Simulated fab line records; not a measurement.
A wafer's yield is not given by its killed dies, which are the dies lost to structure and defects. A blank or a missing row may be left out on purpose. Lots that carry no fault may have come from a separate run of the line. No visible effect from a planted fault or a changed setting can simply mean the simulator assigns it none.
fab line records	flow nandHarc
[record] lots = 7	wafers = 18	lastDay = 23
route steps=1159 shown P_BONDPAD@365 A_START@389 A_ZERO_WELL@390 END@1159
lots that met no fault: taken from a fault-free run of the same line
startH: the number of hours between the record's first day and the start of the first shown wafer of the lot	waitH: hours from the lot's prior step to this one	" the same as in the row above	L1.1+2: several wafers, shown together as one row	- no value present, or no start provided	* or withheld: withheld	< > ~ a bound
route shown NAME@n: a module of which the file shows steps, and the number in the route of the first	usual: mean/standard deviation of fault-free wafers	same: alike in all rows	chamber/n: place in a boat	sites: the reading at each site	_std_site: standard deviation of those values	_edge_site: mean of outer sites minus mean of inner sites	radiusMm: how far each site lies from the wafer's centre	mask NAME#n: copy n	behind: the most recent tool/chamber to have shaped the wafer	hold: the reason the lot was held/the length of the hold in hours/how it ended	device: the n, p or np transistor that did not switch	end of line: the same wafers' tests at the end of the route	for a step that has no rows: nothing shown but its recipe	killed: the dies lost at the first sort to structure and to defects; this is not the yield of the wafer	map: a wafer's dies, marking killed ones x, the rest . and places with no die _
set.NAME: setting as actually run; set.NAME@STEP: the setting as run at that earlier step	model.NAME: the simulator's own value behind a step, which no gauge read
lots seen at some steps along the route; tables by step, rows by wafer
services: from which hour (startH, from the record's first day; less than 0 if before it) a tool's chamber was out of use, for how many hours, and why
[[steps]]
[step NHARC_P_BONDPAD_OVL_MEAS_38]
[usual] overlayXNm = 0/6	overlayYNm = -1/5
lot.wafer	tool	chamber	startH	waitH	overlayXNm	overlayYNm
L579.3	overlay-02	-	145.03	-	-5	4
L579.4	"	-	"	"	-4	5
L579.5	"	-	"	"	-4	4
L581.3	overlay-01	-	155.66	-	10	8
L581.4	"	-	"	"	10	8
L581.6	"	-	"	"	10	8
L582.1	overlay-01	-	163.47	-	2	2
L582.2	"	-	"	"	3	1
L582.6	"	-	"	"	3	2
L586.2	overlay-01	-	192.89	-	-1	-5
L586.3	"	-	"	"	-1	-6
L586.6	"	-	"	"	-1	-5
L590.1	overlay-01	-	213.79	-	-2	-7
L590.4	"	-	"	"	-3	-7
L591.2	overlay-02	-	218.13	-	-9	-10
L591.5	"	-	"	"	-8	-9
L592.2	overlay-02	-	218.89	-	-7	-4
L592.4	"	-	"	"	-8	-5
[step NHARC_P_BONDPAD_HARDBAKE_10]
[recipe] tempC = 118	timeS = 65
[step NHARC_P_BONDPAD_DESCUM_11]
[recipe] timeS = 3	o2FlowSccm = 200	arFlowSccm = 0	biasPowerW = 0	chemistry = O2
[step NHARC_P_BONDPAD_ETCH_37]
[recipe] targetDepthA = 600	overetchA = 180	timeS = 65.91	ionEnergyEv = 200	n2FlowSccm = 150	h2FlowSccm = 150	arFlowSccm = 0	rfW = 400	biasW = 150	chemistry = N2/H2
[usual] chamberPressureMTorr = 30.001/0.028	drypumpMotorCurrentA = 5.72/0.25	oesProductAu = 0.998/0.011	rfFwdPowerW = 397.0/1.3	rfVppV = 429.2/2.6	showerheadPlenumPTorr = 2.00/0.09	throttleValvePct = 14.172/0.0091
lot.wafer	tool	chamber	startH	waitH	chamberPressureMTorr	drypumpMotorCurrentA	oesProductAu	rfFwdPowerW	rfHoursCounterH	rfVppV	showerheadPlenumPTorr	throttleValvePct
L579.4	rieDiel-07	1	145.25	0.1	29.969	5.73	0.990	396.0	6	429.0	1.97	14.169
L579.3	"	3	"	"	29.954	5.60	0.998	397.7	8	434.7	2.17	14.172
L579.5	"	0	"	"	29.992	5.96	1.004	398.0	-	428.8	1.95	14.195
L581.4	rieDiel-07	3	155.87	0.1	30.036	5.63	0.990	398.2	10	434.7	2.17	14.164
L581.3	"	0	"	"	30.001	5.97	0.998	398.6	11	426.8	1.95	14.161
L581.6	"	2	"	"	30.026	5.83	1.009	396.5	-	426.0	1.90	14.163
L582.1	rieDiel-07	3	163.70	0.1	30.040	5.62	0.998	397.2	11	433.0	2.17	14.169
L582.2	"	0	"	"	30.045	5.92	0.992	399.5	11	428.1	1.95	14.154
L582.6	"	3	"	"	29.974	5.61	0.989	395.7	-	432.8	2.17	14.169
L586.2	rieDiel-07	2	193.10	0.1	29.996	5.81	1.003	395.5	13	426.4	1.90	14.167
L586.3	"	0	"	"	30.004	5.98	1.004	397.8	14	427.7	1.95	14.194
L586.6	"	1	"	"	29.999	5.74	0.974	397.0	-	428.6	1.97	14.176
L590.1	rieDiel-07	1	214.00	0.1	30.012	5.75	0.984	399.1	13	427.8	1.97	14.172
L590.4	"	0	"	"	30.002	5.99	1.005	395.7	16	426.7	1.95	14.172
L591.2	rieDiel-04	3	218.37	0.1	29.977	5.25	1.015	397.3	31	428.6	1.95	14.169
L591.5	"	1	"	"	29.987	4.96	1.014	396.2	-	431.5	2.05	14.172
L592.4	rieDiel-07	0	219.10	0.1	29.976	5.93	1.017	398.3	17	428.0	1.95	14.171
L592.2	"	1	"	"	30.009	5.76	0.996	398.6	14	429.2	1.97	14.176
[step NHARC_P_BONDPAD_ETCH_12]
[recipe] targetDepthA = 2000	timeS = 100	chf3FlowSccm = 50	o2FlowSccm = 10	arFlowSccm = 200	rfW = 500	biasW = 200	chemistry = CHF3/O2
[usual] chamberPressureMTorr = 25.006/0.022	drypumpMotorCurrentA = 5.72/0.25	oesProductAu = 0.947/0.024	rfFwdPowerW = 497.6/1.6	rfVppV = 369.6/2.3	showerheadPlenumPTorr = 2.36/0.1	throttleValvePct = 20.572/0.0087
lot.wafer	tool	chamber	startH	waitH	chamberPressureMTorr	drypumpMotorCurrentA	oesProductAu	rfFwdPowerW	rfHoursCounterH	rfVppV	showerheadPlenumPTorr	throttleValvePct
L579.4	rieDiel-07	3	-	-	25.065	5.57	0.921	497.9	8	373.6	2.54	20.592
L579.3	"	0	"	"	25.003	5.96	0.933	496.3	9	367.9	2.31	20.579
L579.5	"	2	"	"	24.994	5.82	0.945	495.5	-	367.2	2.25	20.559
L581.3	rieDiel-07	2	-	-	24.969	5.82	0.982	498.8	10	365.8	2.25	20.574
L581.4	"	1	"	"	25.004	5.74	0.948	497.8	7	367.8	2.33	20.568
L581.6	"	3	"	"	25.003	5.62	0.979	495.6	-	372.2	2.54	20.579
L582.2	rieDiel-07	0	-	-	25.013	5.97	0.934	498.2	11	367.9	2.30	20.580
L582.1	"	1	"	"	25.001	5.70	0.916	497.3	8	371.0	2.33	20.580
L582.6	"	1	"	"	24.977	5.70	0.910	495.3	-	369.1	2.33	20.582
L586.2	rieDiel-07	3	-	-	24.983	5.64	0.916	498.7	14	373.4	2.54	20.564
L586.3	"	1	"	"	25.003	5.74	0.904	495.2	10	369.2	2.33	20.581
L586.6	"	3	"	"	24.983	5.58	0.919	497.1	-	373.1	2.54	20.570
L590.1	rieDiel-07	3	-	-	24.984	5.61	0.959	499.6	16	373.1	2.54	20.568
L590.4	"	0	"	"	25.017	5.97	0.974	499.7	16	368.4	2.30	20.584
L591.2	rieDiel-04	1	-	-	24.969	4.92	0.928	499.3	39	371.2	2.41	20.575
L591.5	"	1	"	"	25.041	4.87	0.930	498.2	-	370.8	2.41	20.589
L592.2	rieDiel-07	2	-	-	25.024	5.82	0.930	496.4	16	367.6	2.25	20.554
L592.4	"	0	"	"	25.033	5.94	0.934	497.4	17	368.9	2.30	20.583
[step NHARC_P_BONDPAD_CD_MEAS_13]
[usual] cdNm = 499.4/2.2
lot.wafer	tool	chamber	startH	waitH	cdNm
L579.3	cdSem-03	-	145.52	-	498.3
L579.4	"	-	"	"	500.3
L579.5	"	-	"	"	498.8
L581.3	cdSem-01	-	156.10	-	502.4
L581.4	"	-	"	"	504.5
L581.6	"	-	"	"	500.1
L582.1	cdSem-01	-	163.93	-	498.1
L582.2	"	-	"	"	498.0
L582.6	"	-	"	"	496.7
L586.2	cdSem-03	-	193.37	-	498.4
L586.3	"	-	"	"	499.1
L586.6	"	-	"	"	499.3
L590.1	cdSem-01	-	214.23	-	497.1
L590.4	"	-	"	"	498.7
L591.2	cdSem-02	-	219.29	-	499.0
L591.5	"	-	"	"	499.6
L592.2	cdSem-01	-	219.33	-	496.4
L592.4	"	-	"	"	494.6
[step NHARC_P_BONDPAD_STRIP_15]
[recipe] o2FlowSccm = 500	arFlowSccm = 0	biasW = 0	chemistry = O2
[step NHARC_P_BONDPAD_ETCH_24]
[recipe] targetDepthA = 300	overEtchFrac = 0.3	timeS = 72.99	ionEnergyEv = 150	cf4FlowSccm = 50	n2FlowSccm = 100	arFlowSccm = 150	rfW = 300	biasW = 100	chemistry = CF4/N2
[step NHARC_P_BONDPAD_STRIP_16]
[recipe] timeS = 600	tempC = 30	chemistry = postEtchResidueRemover
[step NHARC_P_BONDPAD_DEGAS_25]
[recipe] tempC = 300	timeS = 60
[usual] heaterPowerW = 451/52
lot.wafer	tool	chamber	startH	waitH	heaterPowerW
L579.3	pvdSputter-02	-	146.14	-	394
L579.4	"	-	"	"	476
L579.5	"	-	"	"	408
L581.3	pvdSputter-03	-	156.72	-	440
L581.4	"	-	"	"	524
L581.6	"	-	"	"	440
L582.1	pvdSputter-02	-	164.56	-	362
L582.2	"	-	"	"	401
L582.6	"	-	"	"	457
L586.2	pvdSputter-01	-	194.01	-	469
L586.3	"	-	"	"	494
L586.6	"	-	"	"	465
L590.1	pvdSputter-01	-	214.86	-	479
L590.4	"	-	"	"	477
L591.2	pvdSputter-01	-	219.92	-	480
L591.5	"	-	"	"	488
L592.4	pvdSputter-01	-	219.96	-	353
L592.2	"	-	"	"	477
[step NHARC_P_BONDPAD_PRE_CLEAN_26]
[recipe] timeS = 30	tempC = 280	gas = H2/He
[usual] heaterPowerW = 398/45
lot.wafer	tool	chamber	startH	waitH	heaterPowerW
L579.4	pvdSputter-02	-	-	-	498
L579.3	"	-	"	"	326
L579.5	"	-	"	"	489
L581.3	pvdSputter-03	-	-	-	376
L581.4	"	-	"	"	388
L581.6	"	-	"	"	462
L582.2	pvdSputter-02	-	-	-	323
L582.1	"	-	"	"	492
L582.6	"	-	"	"	324
L586.3	pvdSputter-01	-	-	-	319
L586.2	"	-	"	"	410
L586.6	"	-	"	"	422
L590.4	pvdSputter-01	-	-	-	417
L590.1	"	-	"	"	430
L591.2	pvdSputter-01	-	-	-	416
L591.5	"	-	"	"	315
L592.2	pvdSputter-01	-	-	-	406
L592.4	"	-	"	"	307
[step NHARC_P_BONDPAD_PVD_17]
[recipe] targetThkA = 50	biasV = 168.6	powerW = 15000	chamberPressurePa = 0.12	timeS = 8.06	substrateTempC = 50	material = TaN
[step NHARC_P_BONDPAD_PVD_27]
[recipe] targetThkA = 300	chamberPressurePa = 5	powerW = 5000	substrateTempC = 30	timeS = 20.49	material = Cu
[usual] cathodeDcPowerW = 5000.0/0.82	throttleValvePct = 30.0/0.92
lot.wafer	tool	chamber	startH	waitH	cathodeDcPowerW	throttleValvePct
L579.3	pvdSputter-02	-	146.37	-	5000.5	30.7
L579.4	"	-	"	"	5000.4	29.3
L579.5	"	-	"	"	4999.4	29.8
L581.3	pvdSputter-03	-	156.95	-	4999.2	31.0
L581.4	"	-	"	"	4999.9	29.8
L581.6	"	-	"	"	5000.4	27.0
L582.2	pvdSputter-02	-	164.78	-	4998.9	29.7
L582.1	"	-	"	"	5000.2	29.1
L582.6	"	-	"	"	5001.4	29.9
L586.3	pvdSputter-01	-	194.25	-	5000.9	31.4
L586.2	"	-	"	"	4999.4	29.9
L586.6	"	-	"	"	4999.4	29.7
L590.4	pvdSputter-01	-	215.22	-	4998.9	30.5
L590.1	"	-	"	"	4999.4	31.0
L591.2	pvdSputter-01	-	220.27	-	5000.4	29.7
L591.5	"	-	"	"	4999.9	29.8
L592.4	pvdSputter-01	-	220.35	-	4999.4	31.2
L592.2	"	-	"	"	4999.8	29.8
[step NHARC_P_BONDPAD_ECD_18]
[recipe] targetThkA = 4000	bathTempC = 25	material = Cu
[step NHARC_P_BONDPAD_ANNEAL_28]
[recipe] tempC = 225	timeS = 90
[step NHARC_P_BONDPAD_CMP_19]
[recipe] tOverpolishS = 30	cuRecessTouchS = 16	targetThkNm = 160.81
[step NHARC_P_BONDPAD_SRD_21]
[recipe] timeS = 30	tempC = 23	dryTimeS = 20	spinRpm = 1500
[step NHARC_P_BONDPAD_INSPECT_23]
[usual] rawDefectCount = 349/120
lot.wafer	tool	chamber	startH	waitH	rawDefectCount
L579.3	defectInspect-01	-	147.76	0.0	234
L579.4	"	-	"	"	195
L579.5	"	-	"	"	319
L581.3	defectInspect-02	-	158.35	0.0	461
L581.4	"	-	"	"	534
L581.6	"	-	"	"	397
L582.1	defectInspect-02	-	166.26	0.0	372
L582.2	"	-	"	"	350
L582.6	"	-	"	"	501
L586.2	defectInspect-01	-	195.64	0.0	231
L586.3	"	-	"	"	334
L586.6	"	-	"	"	377
L590.1	defectInspect-01	-	216.75	0.1	180
L590.4	"	-	"	"	272
L591.2	defectInspect-02	-	221.68	0.0	232
L591.5	"	-	"	"	279
L592.2	defectInspect-01	-	221.77	0.0	211
L592.4	"	-	"	"	406
[step NHARC_P_BONDPAD_ACTIVATE_29]
[recipe] timeS = 60	n2FlowSccm = 200	arFlowSccm = 0	biasPowerW = 0	chemistry = N2
[step NHARC_P_BONDPAD_PRECLEAN_30]
[recipe] timeS = 300	tempC = 23	chemistry = DIW
[step NHARC_P_BONDPAD_SRD_31]
[recipe] timeS = 30	tempC = 23	dryTimeS = 20	spinRpm = 1500
[step NHARC_A_START_INSPECT_01]
[usual] rawDefectCount = 3.2/1.7
lot.wafer	tool	chamber	startH	waitH	rawDefectCount
L579.3	defectInspect-01	-	148.22	-	3
L579.4	"	-	"	"	1
L579.5	"	-	"	"	1
L581.3	defectInspect-01	-	158.83	-	1
L581.4	"	-	"	"	4
L581.6	"	-	"	"	2
L582.1	defectInspect-01	-	166.72	-	6
L582.2	"	-	"	"	3
L582.6	"	-	"	"	3
L586.2	defectInspect-02	-	196.12	-	3
L586.3	"	-	"	"	2
L586.6	"	-	"	"	5
L590.1	defectInspect-02	-	217.23	-	3
L591.5	defectInspect-02	-	222.14	-	5
[step NHARC_A_ZERO_WELL_PRECLEAN_00]
[recipe] timeS = 600	tempC = 120	chemistry = SPM
[step NHARC_A_ZERO_WELL_SRD_01]
[step NHARC_A_ZERO_WELL_DEHYDRATE_02]
[recipe] tempC = 150	timeS = 120
[step NHARC_A_ZERO_WELL_HMDS_03]
[recipe] timeS = 30
[step NHARC_A_ZERO_WELL_COAT_18]
[recipe] tempC = 200	timeS = 65
[step NHARC_A_ZERO_WELL_COAT_04]
[recipe] spinRpm = 2000	resistThkNm = 600
[step NHARC_A_ZERO_WELL_SOFTBAKE_05]
[recipe] tempC = 125	timeS = 70
[step NHARC_A_ZERO_WELL_EBR_06]
[step NHARC_A_ZERO_WELL_EXPOSE_07]
[recipe] na = 0.55	doseMj = 33.85	maskId = A_ZERO
[step NHARC_A_ZERO_WELL_PEB_08]
[recipe] pebTempC = 128	pebTimeS = 80
[step NHARC_A_ZERO_WELL_DEVELOP_09]
[recipe] timeS = 50	devTempC = 22
[step NHARC_A_ZERO_WELL_CD_MEAS_10]
[recipe] targetCdNm = 2000	landingEnergyEv = 500
[usual] cdNm = 2000.5/1.7
lot.wafer	tool	chamber	startH	waitH	cdNm
L579.3	cdSem-02	0	149.07	-	1999.3
L579.4	"	0	"	"	2002.6
L579.5	"	0	"	"	2002.2
L581.3	cdSem-03	0	159.55	-	1998.5
L581.4	"	0	"	"	2001.5
L581.6	"	0	"	"	1999.9
L582.1	cdSem-03	0	167.58	-	2000.3
L582.2	"	0	"	"	2002.2
L582.6	"	0	"	"	2000.3
L586.2	cdSem-01	0	196.98	-	2000.3
L586.3	"	0	"	"	2002.6
L586.6	"	0	"	"	2002.2
L590.1	cdSem-02	0	218.07	-	2004.7
L591.5	cdSem-02	0	222.99	-	1997.3
[step NHARC_A_ZERO_WELL_HARDBAKE_11]
[recipe] tempC = 118	timeS = 65
[step NHARC_A_ZERO_WELL_DESCUM_12]
[recipe] timeS = 3	o2FlowSccm = 200	arFlowSccm = 0	biasPowerW = 0	chemistry = O2
[usual] chamberPressureMTorr = 60.00/0.052	drypumpMotorCurrentA = 5.7/0.49	oesProductAu = 1.001/0.0094	rfVppV = 57.8/0.93	showerheadPlenumPTorr = 1.92/0.086	throttleValvePct = 11.311/0.008
lot.wafer	tool	chamber	startH	waitH	chamberPressureMTorr	drypumpMotorCurrentA	oesProductAu	rfHoursCounterH	rfVppV	showerheadPlenumPTorr	throttleValvePct
L579.3	rieDiel-10	3	149.24	-	59.94	5.4	1.005	10	56.8	1.81	11.298
L579.5	"	1	"	"	59.99	5.2	0.995	-	56.4	1.84	11.311
L579.4	"	3	"	"	60.04	5.3	1.011	-	56.9	1.81	11.306
L581.3	rieDiel-10	0	159.70	-	59.88	6.6	0.991	9	57.7	2.02	11.301
L581.4	"	0	"	"	59.89	6.6	0.991	-	57.4	2.02	11.319
L581.6	"	1	"	"	60.07	5.2	0.992	-	58.0	1.84	11.306
L582.2	rieDiel-10	2	167.74	-	60.00	5.7	0.998	8	58.0	2.00	11.302
L582.1	"	3	"	"	59.96	5.4	1.005	10	57.5	1.81	11.318
L582.6	"	2	"	"	59.94	5.7	0.996	-	58.8	2.00	11.312
L586.2	rieDiel-10	2	197.14	-	59.99	5.7	1.003	1	57.8	2.00	11.303
L586.3	"	3	"	"	59.98	5.4	1.007	1	56.8	1.81	11.318
L586.6	"	1	"	"	60.01	5.2	1.000	-	58.3	1.84	11.305
L590.1	rieDiel-10	2	218.23	-	60.01	5.7	1.005	3	58.8	2.00	11.289
L591.5	rieDiel-13	3	223.17	-	59.99	5.8	1.010	-	58.7	1.96	11.327
[step NHARC_A_ZERO_WELL_ETCH_19]
[recipe] targetDepthA = 800	overetchA = 240	timeS = 87.88	ionEnergyEv = 200	n2FlowSccm = 150	h2FlowSccm = 150	arFlowSccm = 0	rfW = 400	biasW = 150	chemistry = N2/H2
[step NHARC_A_ZERO_WELL_ETCH_13]
[recipe] targetDepthA = 1200	timeS = 40.1	hbrFlowSccm = 150	cl2FlowSccm = 50	rfW = 400	icpW = 400	biasW = 100	chemistry = HBr/Cl2
[step NHARC_A_ZERO_WELL_STRIP_14]
[recipe] timeS = 900	tempC = 130	chemistry = SPM
[step NHARC_END_SORT_01]
[recipe] tempC = 25
[usual] defectLimitedYield = 95.4/1.8	killedAtArray = 27/11	killedAtOther = 0.7/1.1	killedAtPeriphery = 3.4/2.1	killedDies = 31/12	killedOpen = 3.6/2	killedShort = 2.0/1.3	sort_bin_2_pct = 1.5/0.71	sort_bin_3_pct = 0.25/0.22	sort_bin_4_pct = 2.9/1.2	sortNPass = 646/12	sortRimYieldPct = 95.0/2.5	sortYieldPct = 95.4/1.8
[same] grossDies = 677	sort_bin_5_pct[%] = 0	sort_bin_6_pct[%] = 0	sort_bin_7_pct[%] = 0	sort_bin_8_pct[%] = 0	sortRimNGross = 106.00
lot.wafer	tool	chamber	startH	waitH	defectLimitedYield[%]	killedAtArray	killedAtOther	killedAtPeriphery	killedDies	killedOpen	killedShort	sort_bin_2_pct[%]	sort_bin_3_pct[%]	sort_bin_4_pct[%]	sortNPass	sortRimYieldPct[%]	sortYieldPct[%]
L590.4	prober-02	0	508.44	3.3	0	34	0	643	677	5	1	96.8	0.15	3.1	0	0	0
L591.2	prober-01	0	533.42	2.8	0	18	3	656	677	2	1	97.9	0.30	1.8	0	0	0
L591.5	prober-01	0	535.82	3.7	95.0	26	1	7	34	4	2	2.4	0.15	2.5	643	90.6	95.0
L592.2	prober-02	0	541.18	2.8	0	38	1	638	677	3	1	96.0	0.74	3.2	0	0	0
L592.4	prober-02	0	542.77	3.4	0	26	0	651	677	2	3	97.6	0.30	2.1	0	0	0
// killed by level:class
L590.4 P_BONDPAD:areaPvd=642 A_SLIT:chamberFilmFlake=16 A_CHANNEL_HOLE_D1:chamberFilmFlake=3 A_WL_FILL:chamberFilmFlake=3 A_CONTACT:chamberFilmFlake=3 A_CONTACT:geometricParticle:open=2 A_M0:chamberFilmFlake=2 P_CONTACT:geometricParticle:open=1
L591.2 P_BONDPAD:areaPvd=653 A_SLIT:chamberFilmFlake=7 A_CHANNEL_HOLE_D1:chamberFilmFlake=6 A_CONTACT:chamberFilmFlake=3 THIN_TSV:chamberFilmFlake=3 P_CONTACT:geometricParticle:short=1 P_M0:geometricParticle:open=1 A_M0:geometricParticle:open=1
L591.5 A_SLIT:chamberFilmFlake=11 A_CHANNEL_HOLE_D1:chamberFilmFlake=7 P_STI:chamberFilmFlake=2 P_GATE:chamberFilmFlake=2 A_STAIRCASE:chamberFilmFlake=2 A_CONTACT:chamberFilmFlake=2 P_GATE:geometricParticle:open=1 P_CONTACT:geometricParticle:open=1
L592.2 P_BONDPAD:areaPvd=630 A_CHANNEL_HOLE_D1:chamberFilmFlake=32 P_ZERO_WELL:chamberFilmFlake=6 A_CONTACT:chamberFilmFlake=2 P_CONTACT:geometricParticle:open=1 A_ONON_D1:geometricParticle:open=1 A_SGD_CUT:geometricParticle:short=1 A_BLC:geometricParticle:open=1
L592.4 P_BONDPAD:areaPvd=647 A_CHANNEL_HOLE_D1:chamberFilmFlake=18 P_ZERO_WELL:chamberFilmFlake=3 A_CONTACT:chamberFilmFlake=3 A_ONON_D1:geometricParticle:short=1 A_CHANNEL_HOLE_D1:geometricParticle:short=1 A_CHANNEL_FILL_D1:geometricParticle:short=1 A_CONTACT:geometricParticle:open=1
// map L590.4 (x killed, . not)
____________x____________
_________xxxxxxx_________
_______xxxxxxxxxxx_______
______xxxxxxxxxxxxx______
_____xxxxxxxxxxxxxxx_____
____xxxxxxxxxxxxxxxxx____
____xxxxxxxxxxxxxxxxx____
___xxxxxxxxxxxxxxxxxxx___
___xxxxxxxxxxxxxxxxxxx___
__xxxxxxxxxxxxxxxxxxxxx__
__xxxxxxxxxxxxxxxxxxxxx__
_xxxxxxxxxxxxxxxxxxxxxxx_
_xxxxxxxxxxxxxxxxxxxxxxx_
_xxxxxxxxxxxxxxxxxxxxxxx_
_xxxxxxxxxxxxxxxxxxxxxxx_
_xxxxxxxxxxxxxxxxxxxxxxx_
xxxxxxxxxxxxxxxxxxxxxxxxx
xxxxxxxxxxxxxxxxxxxxxxxxx
xxxxxxxxxxxxxxxxxxxxxxxxx
xxxxxxxxxxxxxxxxxxxxxxxxx
xxxxxxxxxxxxxxxxxxxxxxxxx
_xxxxxxxxxxxxxxxxxxxxxxx_
_xxxxxxxxxxxxxxxxxxxxxxx_
_xxxxxxxxxxxxxxxxxxxxxxx_
_xxxxxxxxxxxxxxxxxxxxxxx_
_xxxxxxxxxxxxxxxxxxxxxxx_
__xxxxxxxxxxxxxxxxxxxxx__
__xxxxxxxxxxxxxxxxxxxxx__
___xxxxxxxxxxxxxxxxxxx___
___xxxxxxxxxxxxxxxxxxx___
____xxxxxxxxxxxxxxxxx____
____xxxxxxxxxxxxxxxxx____
_____xxxxxxxxxxxxxxx_____
______xxxxxxxxxxxxx______
_______xxxxxxxxxxx_______
_________xxxxxxx_________
____________x____________
// map L591.2 (x killed, . not)
____________x____________
_________xxxxxxx_________
_______xxxxxxxxxxx_______
______xxxxxxxxxxxxx______
_____xxxxxxxxxxxxxxx_____
____xxxxxxxxxxxxxxxxx____
____xxxxxxxxxxxxxxxxx____
___xxxxxxxxxxxxxxxxxxx___
___xxxxxxxxxxxxxxxxxxx___
__xxxxxxxxxxxxxxxxxxxxx__
__xxxxxxxxxxxxxxxxxxxxx__
_xxxxxxxxxxxxxxxxxxxxxxx_
_xxxxxxxxxxxxxxxxxxxxxxx_
_xxxxxxxxxxxxxxxxxxxxxxx_
_xxxxxxxxxxxxxxxxxxxxxxx_
_xxxxxxxxxxxxxxxxxxxxxxx_
xxxxxxxxxxxxxxxxxxxxxxxxx
xxxxxxxxxxxxxxxxxxxxxxxxx
xxxxxxxxxxxxxxxxxxxxxxxxx
xxxxxxxxxxxxxxxxxxxxxxxxx
xxxxxxxxxxxxxxxxxxxxxxxxx
_xxxxxxxxxxxxxxxxxxxxxxx_
_xxxxxxxxxxxxxxxxxxxxxxx_
_xxxxxxxxxxxxxxxxxxxxxxx_
_xxxxxxxxxxxxxxxxxxxxxxx_
_xxxxxxxxxxxxxxxxxxxxxxx_
__xxxxxxxxxxxxxxxxxxxxx__
__xxxxxxxxxxxxxxxxxxxxx__
___xxxxxxxxxxxxxxxxxxx___
___xxxxxxxxxxxxxxxxxxx___
____xxxxxxxxxxxxxxxxx____
____xxxxxxxxxxxxxxxxx____
_____xxxxxxxxxxxxxxx_____
______xxxxxxxxxxxxx______
_______xxxxxxxxxxx_______
_________xxxxxxx_________
____________x____________
[[services]]
tool	chamber	startH	hours	kind
rieDiel-13	0	125.01	3.0	repair
rieDiel-10	2	130.99	34.8	repair
rieDiel-07	2	131.40	2.6	repair
rieDiel-13	3	133.70	11.5	repair
rieDiel-07	0	133.75	-	clean
rieDiel-07	1	133.75	-	clean
rieDiel-07	3	133.75	-	clean
rieDiel-04	3	146.38	3.5	repair
rieDiel-13	1	148.44	9.1	repair
pvdSputter-01	-	158.00	10.0	pm
rieDiel-07	0	158.25	-	clean
rieDiel-07	1	158.25	-	clean
rieDiel-07	2	158.25	-	clean
rieDiel-07	3	158.25	-	clean
rieDiel-13	0	167.89	5.2	repair
rieDiel-13	1	170.89	24.5	repair
rieDiel-10	-	176.50	9.0	pm
rieDiel-07	0	182.75	-	clean
rieDiel-07	1	182.75	-	clean
rieDiel-07	2	182.75	-	clean
rieDiel-07	3	182.75	-	clean
rieDiel-07	2	203.94	2.2	repair
rieDiel-07	0	207.25	-	clean
pvdSputter-02	-	217.91	10.0	pm
[[key]]
[firstSign] step = NHARC_END_SORT_01	reading = killedAtPeriphery	direction = up	sigmas = 99+	usual = 3.4	struck = 647
[effect] step = NHARC_END_SORT_01	reading = sort_bin_2_pct	direction = up	sigmas = 99+	usual = 1.5	struck = 97.1
[moreKillsBornAt] NHARC_P_BONDPAD_PVD_27@pvdSputter-01 = 2572
metAt NHARC_P_BONDPAD_PVD_27
struckWafers L590.4,L591.2,L592.2,L592.4
laterRowsLeftOut L590.4,L591.2,L592.2,L592.4
onsetBetween 194.25 215.22
[fault] kind = processParameterDrift	tool = pvdSputter-01	chamber = -	onsetH = 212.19	steps = NHARC_P_BONDPAD_PVD_27	channel = targetThkA	offset = *	shape = step	endH = 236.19	scope = struckWafersOnly	actsIn = *	stated = *
// laterRowsLeftOut: the simulator's readings of these wafers behind a module that went badly wrong aren't trusted and aren't shown, but for the sort
